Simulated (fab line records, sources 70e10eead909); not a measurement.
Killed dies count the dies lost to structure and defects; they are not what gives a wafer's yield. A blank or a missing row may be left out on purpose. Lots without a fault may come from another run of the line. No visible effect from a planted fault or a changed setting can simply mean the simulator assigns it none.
Chamber matching    flow nand-harc    rie-diel-08 running NHARC_P_GATE_DESCUM_93: 4 sister chambers
The step chemistry O2, time 3 s. 18 wafers are shown with their chamber, then 9 later ones without.

## EACH WAFER AND ITS CHAMBER
wafer   chamber  showerhead-plenum-p-Torr (Torr)  oes-product-au (a.u.)  throttle-valve-pct (%)
L075.2  3        1.99                             0.991                  11.310
L075.3  2        1.99                             1.003                  11.315
L075.4  0        1.82                             0.988                  11.320
L077.1  2        1.99                             1.006                  11.316
L077.3  0        1.82                             0.998                  11.321
L077.4  1        1.88                             0.996                  11.321
L078.2  2        1.99                             1.016                  11.306
L078.5  1        1.88                             0.997                  11.311
L078.6  2        1.99                             1.006                  11.319
L082.1  2        1.99                             1.011                  11.306
L082.2  0        1.82                             0.984                  11.304
L082.5  2        1.99                             1.001                  11.312
L084.4  2        1.99                             1.010                  11.296
L084.5  0        1.82                             0.991                  11.319
L084.6  3        1.98                             0.989                  11.300
L087.1  0        1.82                             0.989                  11.311
L087.3  1        1.87                             1.006                  11.308
L087.5  1        1.87                             1.007                  11.292

SIGNATURES (averages over the wafers above)
reading                   chamber 0  chamber 1  chamber 2  chamber 3  scatter within a chamber
showerhead-plenum-p-Torr  1.8200     1.8750     1.9900     1.9850     0.00327
oes-product-au            0.99000    1.00150    1.00757    0.99000    0.00512
throttle-valve-pct        11.31500   11.30800   11.31000   11.30500   0.00875
Rule: for a wafer and a chamber, the distance is found by dividing, reading by reading, the gap between the wafer's reading and the chamber's mean by the reading's scatter, squaring, summing and taking the root. The wafer belongs to the nearest chamber; if the next one is less than 2 further off, it can't be placed. How the scatter is found: for the shown wafers, subtract from each reading the mean of its chamber, square and add these, divide the total by (wafers less chambers), then take the root.

## WAFERS WITH NO CHAMBER GIVEN
wafer   showerhead-plenum-p-Torr (Torr)  oes-product-au (a.u.)  throttle-valve-pct (%)
L088.1  1.87                             1.013                  11.313
L088.4  1.81                             0.985                  11.320
L088.5  1.87                             1.008                  11.313
L090.1  1.98                             0.998                  11.322
L090.4  1.87                             0.995                  11.294
L090.6  1.87                             1.004                  11.327
L096.1  1.81                             0.991                  11.305
L096.2  1.87                             1.004                  11.301
L096.6  1.81                             0.983                  11.315

## EACH ONE'S CHAMBER
wafer   from the rows above      in truth
L088.1  1                        1
L088.4  0                        0
L088.5  1                        1
L090.1  can't be placed: 3 or 2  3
L090.4  1                        1
L090.6  1                        1
L096.1  0                        0
L096.2  1                        1
L096.6  0                        0
Placed correctly: 8 of 9. From these rows, 1 cannot be placed; in 1 the true chamber is one of the candidates. Placed wrongly: 0.
